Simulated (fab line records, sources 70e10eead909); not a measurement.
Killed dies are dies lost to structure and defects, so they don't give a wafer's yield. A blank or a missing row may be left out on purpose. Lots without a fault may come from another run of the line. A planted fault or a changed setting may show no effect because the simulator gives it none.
Which tool did it? | flow nand_harc | 14 lots, 42 wafers sampled, at 4 steps of a route of 1302

WHAT THE GAUGES READ, wafer by wafer
The record holds no reading of a measuring or inspecting step that can be judged against a usual standard deviation.

WHICH TOOL RAN EACH LOT (tool, then ch and the chambers of the sampled wafers, then the start)
lot  | NHARC_A_STAIRCASE_TRIM_200                    | NHARC_A_STAIRCASE_ETCH_201                    | NHARC_A_STAIRCASE_EXPOSE_214      | NHARC_A_STAIRCASE_ETCH_221
L859 | rie_diel-02 ch 0,1,3, day 16 07:41 or earlier | rie_diel-02 ch 0,1, day 16 07:41 or earlier   | krf_scanner-01 ch 0, day 16 07:41 | rie_diel-10 ch 0,3, no start
L860 | rie_diel-10 ch 2,3, day 16 11:37 or earlier   | rie_diel-10 ch 1,2,3, day 16 11:37 or earlier | krf_scanner-01 ch 0, day 16 11:37 | rie_diel-01 ch 0,1,3, no start
L861 | rie_diel-02 ch 0,2, day 17 04:28 or earlier   | rie_diel-02 ch 2,3, day 17 04:28 or earlier   | krf_scanner-03 ch 0, day 17 04:28 | rie_diel-10 ch 1,2,3, no start
L863 | rie_diel-01 ch 0,1,2, day 17 13:35 or earlier | rie_diel-01 ch 1,2,3, day 17 13:35 or earlier | krf_scanner-04 ch 0, day 17 13:35 | rie_diel-10 ch 2,3, no start
L867 | rie_diel-02 ch 0,2,3, day 19 18:54 or earlier | rie_diel-02 ch 0,1,3, day 19 18:54 or earlier | krf_scanner-01, day 19 18:54      | rie_diel-01 ch 2,3, no start
L869 | rie_diel-02 ch 0,2, day 20 09:51 or earlier   | rie_diel-02 ch 1,2, day 20 09:51 or earlier   | krf_scanner-04, day 20 09:51      | rie_diel-10 ch 0,2,3, no start
L874 | rie_diel-02 ch 0,1, day 22 01:42 or earlier   | rie_diel-02 ch 2,3, day 22 01:42 or earlier   | krf_scanner-01 ch 0, day 22 01:42 | rie_diel-01 ch 1,2, no start
L873 | rie_diel-02 ch 0,1,3, day 22 03:48 or earlier | rie_diel-02 ch 1,2,3, day 22 03:48 or earlier | krf_scanner-03 ch 0, day 22 03:48 | rie_diel-10 ch 1,3, no start
L875 | rie_diel-10 ch 1,2, day 23 01:49 or earlier   | rie_diel-10 ch 0,1,2, day 23 01:49 or earlier | krf_scanner-01 ch 0, day 23 01:49 | rie_diel-02 ch 0,1,3, no start
L877 | rie_diel-10 ch 0,3, day 23 16:20 or earlier   | rie_diel-10 ch 0,2,3, day 23 16:20 or earlier | krf_scanner-01 ch 0, day 23 16:20 | rie_diel-01 ch 0,3, no start
L878 | rie_diel-02 ch 0,2, day 23 16:34 or earlier   | rie_diel-02 ch 2,3, day 23 16:34 or earlier   | krf_scanner-03 ch 0, day 23 16:34 | rie_diel-01 ch 0,1, no start
L879 | rie_diel-10 ch 0,2,3, day 24 21:16 or earlier | rie_diel-10 ch 1,2, day 24 21:16 or earlier   | krf_scanner-04 ch 0, day 24 21:16 | rie_diel-01 ch 2,3, no start
L882 | rie_diel-10 ch 0,1,2, day 25 07:43 or earlier | rie_diel-10 ch 0,1,2, day 25 07:43 or earlier | krf_scanner-01 ch 0, day 25 07:43 | rie_diel-10 ch 1,2,3, no start
L881 | rie_diel-02 ch 0,2,3, day 25 07:52 or earlier | rie_diel-02 ch 1,2,3, day 25 07:52 or earlier | krf_scanner-04 ch 0, day 25 07:52 | rie_diel-02 ch 2,3, no start
- NHARC_A_STAIRCASE_TRIM_200: chemistry O2, time 211.2 s.
- NHARC_A_STAIRCASE_ETCH_201: etches the open film in C4F8/O2, target depth 100 nm, time 40.5 s.
- NHARC_A_STAIRCASE_EXPOSE_214: exposes mask STAIR 3.
- NHARC_A_STAIRCASE_ETCH_221: etches the open film in C4F8/O2, target depth 100 nm, time 40.5 s.

WHAT THE TOOLS THEMSELVES READ (means of the sampled wafers that have a number; where no wafer has one, the mark that the record gives instead)
NHARC_A_STAIRCASE_TRIM_200. Usual: drypump_motor_current_A 5.8 A, standard deviation 0.35; oes_product_au 1.008 a.u., standard deviation 0.012; rf_vpp_V 57.9 V, standard deviation 0.88; showerhead_plenum_p_Torr 3.57 Torr, standard deviation 0.17; throttle_valve_pct 17.037 %, standard deviation 0.0087.
lot  | tool        | drypump_motor_current_A (A) | oes_product_au (a.u.) | rf_vpp_V (V) | showerhead_plenum_p_Torr (Torr) | throttle_valve_pct (%) | flag
L859 | rie_diel-02 | 5.9                         | 1.004                 | 58.4         | 3.59                            | 17.032                 |
L860 | rie_diel-10 | 5.6                         | 1.000                 | 57.3         | 3.41                            | 17.040                 |
L861 | rie_diel-02 | 6.1                         | 1.003                 | 58.3         | 3.37                            | 17.037                 |
L863 | rie_diel-01 | 5.5                         | 1.001                 | 57.9         | 3.59                            | 17.044                 |
L867 | rie_diel-02 | 5.9                         | 1.007                 | 57.7         | 3.51                            | 17.046                 |
L869 | rie_diel-02 | 6.1                         | 1.011                 | 57.2         | 3.40                            | 17.034                 |
L874 | rie_diel-02 | 6.2                         | 1.009                 | 57.9         | 3.45                            | 17.038                 |
L873 | rie_diel-02 | 5.9                         | 1.006                 | 58.5         | 3.57                            | 17.032                 |
L875 | rie_diel-10 | 5.7                         | 1.026                 | 56.9         | 3.62                            | 17.039                 |
L877 | rie_diel-10 | 5.6                         | 1.000                 | 58.7         | 3.70                            | 17.042                 |
L878 | rie_diel-02 | 6.1                         | 1.015                 | 57.6         | 3.35                            | 17.038                 |
L879 | rie_diel-10 | 5.6                         | 1.007                 | 58.5         | 3.71                            | 17.037                 |
L882 | rie_diel-10 | 5.5                         | 1.018                 | 57.9         | 3.68                            | 17.032                 |
L881 | rie_diel-02 | 5.9                         | 1.006                 | 57.9         | 3.49                            | 17.041                 |

NHARC_A_STAIRCASE_ETCH_201. Usual: oes_product_au 0.951 a.u., standard deviation 0.014; rf_vpp_V 897 V, standard deviation 5.9.
lot  | tool        | oes_product_au (a.u.) | rf_vpp_V (V) | flag
L859 | rie_diel-02 | 0.945                 | 895          |
L860 | rie_diel-10 | 0.943                 | 896          |
L861 | rie_diel-02 | 0.934                 | 900          |
L863 | rie_diel-01 | 0.941                 | 902          |
L867 | rie_diel-02 | 0.953                 | 898          |
L869 | rie_diel-02 | 0.962                 | 893          |
L874 | rie_diel-02 | 0.946                 | 899          |
L873 | rie_diel-02 | 0.960                 | 897          |
L875 | rie_diel-10 | 0.952                 | 902          |
L877 | rie_diel-10 | 0.950                 | 903          |
L878 | rie_diel-02 | 0.938                 | 894          |
L879 | rie_diel-10 | 0.958                 | 903          |
L882 | rie_diel-10 | 0.959                 | 902          |
L881 | rie_diel-02 | 0.952                 | 896          |

NHARC_A_STAIRCASE_EXPOSE_214. Usual: exposure_dose_mJ_cm2 31.260, standard deviation 0.029; focus_offset_nm 0.0 nm, standard deviation 0.56.
lot  | tool           | exposure_dose_mJ_cm2 | focus_offset_nm (nm) | flag
L859 | krf_scanner-01 | 31.278               | -0.0                 |
L860 | krf_scanner-01 | 31.279               | 0.1                  |
L861 | krf_scanner-03 | 31.270               | 0.4                  |
L863 | krf_scanner-04 | 31.221               | 0.0                  |
L867 | krf_scanner-01 | -                    | -                    | OFF
L869 | krf_scanner-04 | -                    | -                    | OFF
L874 | krf_scanner-01 | 31.218               | 0.1                  |
L873 | krf_scanner-03 | 31.253               | 0.1                  |
L875 | krf_scanner-01 | 31.268               | 0.2                  |
L877 | krf_scanner-01 | 31.264               | -0.0                 |
L878 | krf_scanner-03 | 31.279               | -0.4                 |
L879 | krf_scanner-04 | 31.282               | 0.3                  |
L882 | krf_scanner-01 | 31.254               | 0.1                  |
L881 | krf_scanner-04 | 31.257               | -0.9                 |

NHARC_A_STAIRCASE_ETCH_221. Usual: oes_product_au 0.947 a.u., standard deviation 0.014; rf_vpp_V 898 V, standard deviation 5.7.
lot  | tool        | oes_product_au (a.u.) | rf_vpp_V (V) | flag
L859 | rie_diel-10 | 0.954                 | 903          |
L860 | rie_diel-01 | 0.956                 | 898          |
L861 | rie_diel-10 | 0.957                 | 895          |
L863 | rie_diel-10 | 0.934                 | 890          |
L867 | rie_diel-01 | 0.933                 | 904          |
L869 | rie_diel-10 | 0.931                 | 903          |
L874 | rie_diel-01 | 0.950                 | 896          |
L873 | rie_diel-10 | 0.939                 | 898          |
L875 | rie_diel-02 | 0.933                 | 897          |
L877 | rie_diel-01 | 0.943                 | 897          |
L878 | rie_diel-01 | 0.936                 | 894          |
L879 | rie_diel-01 | 0.933                 | 902          |
L882 | rie_diel-10 | 0.946                 | 900          |
L881 | rie_diel-02 | 0.947                 | 894          |

THE ANSWER, worked out from the rows above alone
Rule: a lot is off if the mean of its wafers that have a number lies more than 3 standard deviations from the usual mean. A lot without any number at a reading at which 4 lots or more have one is off too. The other lots that the step has rows for count as sound. The gauges are gone through in route order, then the tools' own readings, and for those a lot's mean is taken as printed above. The first step at which some lot is off is used, and at that step the reading that is off furthest; a lot without a number counts as furthest.
Off: L867, L869, at NHARC_A_STAIRCASE_EXPOSE_214 (exposure_dose_mJ_cm2). Without a number there: L867, L869.
A tool fits if, at that step or a process step before it, it ran every lot that is off, and no sound lot after the first of them. NHARC_A_STAIRCASE_TRIM_200 gives no start for some lots, so the hours and the order of its lots are those of NHARC_A_STAIRCASE_EXPOSE_214. NHARC_A_STAIRCASE_ETCH_201 gives no start for some lots, so the hours and the order of its lots are those of NHARC_A_STAIRCASE_EXPOSE_214. None of those tried fits.

WHAT THE SIMULATOR HAD PUT IN
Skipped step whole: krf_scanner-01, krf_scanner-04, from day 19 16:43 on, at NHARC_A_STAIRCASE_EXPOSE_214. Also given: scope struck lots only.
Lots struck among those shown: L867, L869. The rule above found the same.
